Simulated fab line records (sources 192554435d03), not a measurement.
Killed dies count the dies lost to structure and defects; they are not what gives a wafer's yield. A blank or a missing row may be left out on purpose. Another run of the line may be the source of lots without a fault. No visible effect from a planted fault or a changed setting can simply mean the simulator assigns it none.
Which tool was responsible? + flow n5 finfet + Sampling: 9 lots, 27 wafers, 6 of 1938 route steps

== WHAT THE GAUGES SHOWED, per wafer ==
N5_FIN_CUT_INSPECT_17: inspects for defects (brightfield). Usual: raw defect count at 232, with a standard deviation of 65.
| lot  | measured    | on                | raw defect count | flag |
|------|-------------|-------------------|------------------|------|
| L962 | day 4 11:17 | defect inspect-01 | 137 200 203      |      |
| L963 | day 4 19:10 | defect inspect-02 | 287 281 278      |      |
| L964 | day 4 22:22 | defect inspect-02 | 373 141 190      |      |
| L965 | day 5 04:00 | defect inspect-01 | 176 174 163      |      |
| L968 | day 5 22:13 | defect inspect-01 | 235 168 167      |      |
| L971 | day 6 16:17 | defect inspect-02 | 227 336 353      |      |
| L972 | day 6 22:38 | defect inspect-01 | 214 247 177      |      |
| L974 | day 7 11:24 | defect inspect-01 | 217 249 245      |      |
| L976 | day 7 22:47 | defect inspect-02 | 163 188 247      |      |

N5_STI_FIN_REVEAL_FIN_H_MEAS_10. Usual: trench depth nm at 52.0 nm, with a standard deviation of 0.7.
| lot  | measured    | on     | trench depth nm (nm) | flag |
|------|-------------|--------|----------------------|------|
| L962 | day 4 19:54 | ocd-02 | 48.8 48.7 47.6       | OFF  |
| L963 | day 5 04:53 | ocd-02 | 47.7 48.3 48.2       | OFF  |
| L964 | day 5 07:46 | ocd-01 | 48.2 49.3 48.8       | OFF  |
| L965 | day 5 13:22 | ocd-02 | 51.2 51.7 52.0       |      |
| L968 | day 6 06:59 | ocd-01 | 52.6 52.0 51.3       |      |
| L971 | day 7 00:59 | ocd-01 | 52.6 52.1 52.5       |      |
| L972 | day 7 07:37 | ocd-02 | 52.3 52.9 52.5       |      |
| L974 | day 7 20:28 | ocd-01 | 52.1 50.7 50.2       |      |
| L976 | day 8 08:01 | ocd-02 | 51.4 52.1 51.6       |      |

N5_BEOL_M4_RC_MEAS_101. Usual: DIBL_N 36.0 mV/V, standard deviation 1.8; DIBL_P 36.3 mV/V, standard deviation 2.4; IOFF_N 0.16 nA/um, standard deviation 0.035; IOFF_N_85C 3.0 nA/um, standard deviation 0.57; IOFF_P 0.21 nA/um, standard deviation 0.036; ION_N 673 uA/um, standard deviation 13; ION_P 461 uA/um, standard deviation 7.2; SS_N 71.4 mV/dec, standard deviation 0.6; SS_P 73.2 mV/dec, standard deviation 0.7; VT_N 250 mV, standard deviation 4; VT_P -250.9 mV, standard deviation 2.9.
| lot  | measured     | on        | DIBL_N (mV/V)  | DIBL_P (mV/V)  | IOFF_N (nA/um) | IOFF_N_85C (nA/um) | IOFF_P (nA/um) | ION_N (uA/um) | ION_P (uA/um) | SS_N (mV/dec)  | SS_P (mV/dec)  | VT_N (mV)   | VT_P (mV)            | flag |
|------|--------------|-----------|----------------|----------------|----------------|--------------------|----------------|---------------|---------------|----------------|----------------|-------------|----------------------|------|
| L962 | day 11 02:52 | prober-01 | 40.6 40.8 49.4 | 37.9 38.0 43.6 | 0.29 0.30 1.15 | 5.3 5.3 16.4       | 0.24 0.24 0.48 | 640 643 648   | 434 434 430   | 75.2 75.9 86.0 | 74.7 74.7 77.8 | 248 250 244 | -252.5 -252.3 -248.7 | OFF  |
| L963 | day 11 04:19 | prober-02 | 42.0 41.2 43.1 | 40.8 37.1 39.6 | 0.41 0.42 0.51 | 6.9 7.1 8.3        | 0.33 0.24 0.29 | 639 629 640   | 428 426 434   | 76.9 78.6 79.0 | 76.6 74.1 75.2 | 248 248 245 | -251.1 -252.1 -252.9 | OFF  |
| L964 | day 10 11:23 | prober-01 | 38.7 37.9 36.8 | 40.3 36.7 34.6 | 0.19 0.18 0.16 | 3.6 3.5 3.2        | 0.41 0.22 0.20 | 625 632 615   | 435 443 429   | 73.0 73.0 73.9 | 78.2 74.0 72.8 | 256 254 260 | -250.2 -252.6 -252.0 | OFF  |
| L965 | day 11 08:05 | prober-01 | 35.0 38.4 38.7 | 33.1 38.1 39.4 | 0.12 0.20 0.20 | 2.4 3.7 3.7        | 0.16 0.23 0.25 | 660 671 673   | 450 455 459   | 70.9 72.2 71.8 | 73.1 73.1 74.1 | 254 248 248 | -254.4 -248.3 -248.3 |      |
| L968 | day 12 00:50 | prober-02 | 37.1 34.1 35.4 | 38.8 35.2 36.9 | 0.18 0.12 0.13 | 3.4 2.5 2.7        | 0.21 0.16 0.17 | 677 658 653   | 459 452 448   | 71.9 70.2 71.9 | 73.7 72.8 72.6 | 249 256 256 | -252.9 -257.1 -255.8 |      |
| L971 | day 12 22:46 | prober-01 | 37.1 35.1 37.7 | 38.5 35.2 38.7 | 0.16 0.12 0.17 | 3.1 2.5 3.3        | 0.23 0.20 0.24 | 678 664 680   | 465 463 470   | 71.7 71.3 71.9 | 73.3 72.1 73.4 | 251 257 250 | -248.7 -251.2 -249.4 |      |
| L972 | day 12 17:22 | prober-01 | 39.2 34.6 35.4 | 40.2 35.4 35.4 | 0.21 0.13 0.13 | 3.9 2.6 2.6        | 0.26 0.18 0.19 | 685 673 662   | 468 462 455   | 71.6 71.3 71.5 | 74.1 73.0 73.3 | 246 254 254 | -249.3 -252.8 -252.0 |      |
| L974 | day 14 04:22 | prober-01 | 36.3 36.6 35.2 | 34.9 36.3 33.6 | 0.15 0.15 0.13 | 3.0 3.1 2.7        | 0.20 0.22 0.17 | 679 671 661   | 465 459 450   | 71.5 70.9 71.0 | 73.1 73.6 71.9 | 246 249 250 | -251.2 -251.9 -253.3 |      |
| L976 | day 14 06:26 | prober-01 | 37.2 37.9 39.3 | 37.1 36.6 38.0 | 0.16 0.16 0.20 | 3.1 3.1 3.7        | 0.21 0.21 0.25 | 673 681 687   | 457 461 464   | 71.4 72.1 72.2 | 73.4 74.0 73.7 | 250 250 247 | -252.4 -252.9 -246.7 |      |

== WHICH TOOL RAN EACH LOT (tool, then ch and the chambers of the sampled wafers, then the start) ==
| lot  | N5_FIN_CUT_CUT_ETCH_15          | N5_STI_FIN_REVEAL_ALD_00         | N5_STI_FIN_REVEAL_STRIP_35         |
|------|---------------------------------|----------------------------------|------------------------------------|
| L962 | rie si-05 ch 0,3, day 4 10:50   | ald sin-03 ch 1,2, day 4 11:19   | wet bench-03 ch 3,4,5, day 4 19:39 |
| L963 | rie si-05 ch 0,2, day 4 18:53   | ald sin-04 ch 0,2,3, day 4 20:15 | wet bench-04 ch 0,3,6, day 5 04:37 |
| L964 | rie si-02 ch 1,3, day 4 22:05   | ald sin-04 ch 0,1,2, day 4 22:24 | wet bench-02 ch 0,3,7, day 5 07:31 |
| L965 | rie si-02 ch 1,2,3, day 5 03:43 | ald sin-03 ch 0,2, day 5 04:41   | wet bench-03 ch 2,5,7, day 5 13:07 |
| L968 | rie si-02 ch 0,2,3, day 5 21:52 | ald sin-01 ch 0,1, day 5 22:22   | wet bench-04 ch 0,1,5, day 6 06:43 |
| L971 | rie si-02 ch 0,1,2, day 6 16:00 | ald sin-01 ch 1,3, day 6 16:19   | wet bench-02 ch 5,6,7, day 7 00:44 |
| L972 | rie si-05 ch 0,1,3, day 6 22:13 | ald sin-01 ch 0,1,3, day 6 22:47 | wet bench-04 ch 0,5,6, day 7 07:22 |
| L974 | rie si-06 ch 1,3, day 7 10:56   | ald sin-03 ch 1,2,3, day 7 11:26 | wet bench-03 ch 1,4,7, day 7 20:13 |
| L976 | rie si-02 ch 0,3, day 7 22:19   | ald sin-01 ch 2,3, day 7 22:50   | wet bench-03 ch 0,2,5, day 8 07:46 |
- N5_FIN_CUT_CUT_ETCH_15: etches Si in HBr/Cl2/O2, target depth 100 nm, bt time 10 s, time 42.4 s.
- N5_STI_FIN_REVEAL_ALD_00: deposits SiO2, target thk 1 nm, pulse time 1 s.
- N5_STI_FIN_REVEAL_STRIP_35: strips Si3N4 in H3PO4, target depth 4 nm, time 39 s.

== WHAT THE TOOLS THEMSELVES READ (means of the sampled wafers that have a number; where no wafer has one, the mark that the record gives instead) ==
N5_FIN_CUT_CUT_ETCH_15. Usual: drypump motor current A 5.8 A, standard deviation 0.36; oes product au 1.002 a.u., standard deviation 0.012; throttle valve pct 37.23 %, standard deviation 0.3.
| lot  | tool      | drypump motor current A (A) | oes product au (a.u.) | throttle valve pct (%) | flag |
|------|-----------|-----------------------------|-----------------------|------------------------|------|
| L962 | rie si-05 | 6.1                         | 1.000                 | 37.38                  |      |
| L963 | rie si-05 | 6.1                         | 1.022                 | 37.40                  |      |
| L964 | rie si-02 | 5.7                         | 0.994                 | 37.33                  |      |
| L965 | rie si-02 | 5.7                         | 0.994                 | 37.08                  |      |
| L968 | rie si-02 | 5.5                         | 1.000                 | 37.18                  |      |
| L971 | rie si-02 | 5.6                         | 1.003                 | 36.89                  |      |
| L972 | rie si-05 | 6.1                         | 1.004                 | 37.22                  |      |
| L974 | rie si-06 | 5.6                         | 0.993                 | 37.46                  |      |
| L976 | rie si-02 | 5.5                         | 0.994                 | 37.44                  |      |

N5_STI_FIN_REVEAL_ALD_00. Usual: heater power w 493 W, standard deviation 38; precursor pulse height rel 1.000, standard deviation 0.021.
| lot  | tool       | heater power w (W) | precursor pulse height rel | flag |
|------|------------|--------------------|----------------------------|------|
| L962 | ald sin-03 | 462                | 0.998                      |      |
| L963 | ald sin-04 | 499                | 0.997                      |      |
| L964 | ald sin-04 | 483                | 0.995                      |      |
| L965 | ald sin-03 | 521                | 0.999                      |      |
| L968 | ald sin-01 | 476                | 0.988                      |      |
| L971 | ald sin-01 | 469                | 0.996                      |      |
| L972 | ald sin-01 | 485                | 0.975                      |      |
| L974 | ald sin-03 | 486                | 1.025                      |      |
| L976 | ald sin-01 | 505                | 0.997                      |      |

N5_STI_FIN_REVEAL_STRIP_35. Usual: bath guard temp C 164.9 C, standard deviation 0.54; bath heat duty pct 28 %, standard deviation 3.1.
| lot  | tool         | bath guard temp C (C) | bath heat duty pct (%) | flag |
|------|--------------|-----------------------|------------------------|------|
| L962 | wet bench-03 | -                     | -                      | OFF  |
| L963 | wet bench-04 | -                     | -                      | OFF  |
| L964 | wet bench-02 | -                     | -                      | OFF  |
| L965 | wet bench-03 | 164.5                 | 28                     |      |
| L968 | wet bench-04 | 164.6                 | 27                     |      |
| L971 | wet bench-02 | 164.6                 | 32                     |      |
| L972 | wet bench-04 | 164.7                 | 25                     |      |
| L974 | wet bench-03 | 165.1                 | 29                     |      |
| L976 | wet bench-03 | 164.9                 | 26                     |      |

== THE ANSWER, worked out from the rows above alone ==
Rule: a lot is off if the mean of its wafers that have a number lies more than 3 standard deviations from the usual mean. A lot without any number at a reading at which 4 lots or more have one is off too. The other lots that the step has rows for count as sound. Order of review: gauges by route order, followed by the tools' own readings, for which a lot's mean as printed above is used. The first step at which some lot is off is used, and at that step the reading that is off furthest; a lot without a number counts as furthest.
Off, at N5_STI_FIN_REVEAL_FIN_H_MEAS_10 on trench depth nm: L962, L963, L964.
If a tool, at a process step before that reading, ran all the lots that are off and no sound lot after the first of them, it fits. The gauges at N5_STI_FIN_REVEAL_FIN_H_MEAS_10 aren't tried: what is off there is off at N5_BEOL_M4_RC_MEAS_101 too, on other tools, and a gauge's error can't cause that. No candidate that was tried fits.

== WHAT HAD BEEN PUT IN BY THE SIMULATOR ==
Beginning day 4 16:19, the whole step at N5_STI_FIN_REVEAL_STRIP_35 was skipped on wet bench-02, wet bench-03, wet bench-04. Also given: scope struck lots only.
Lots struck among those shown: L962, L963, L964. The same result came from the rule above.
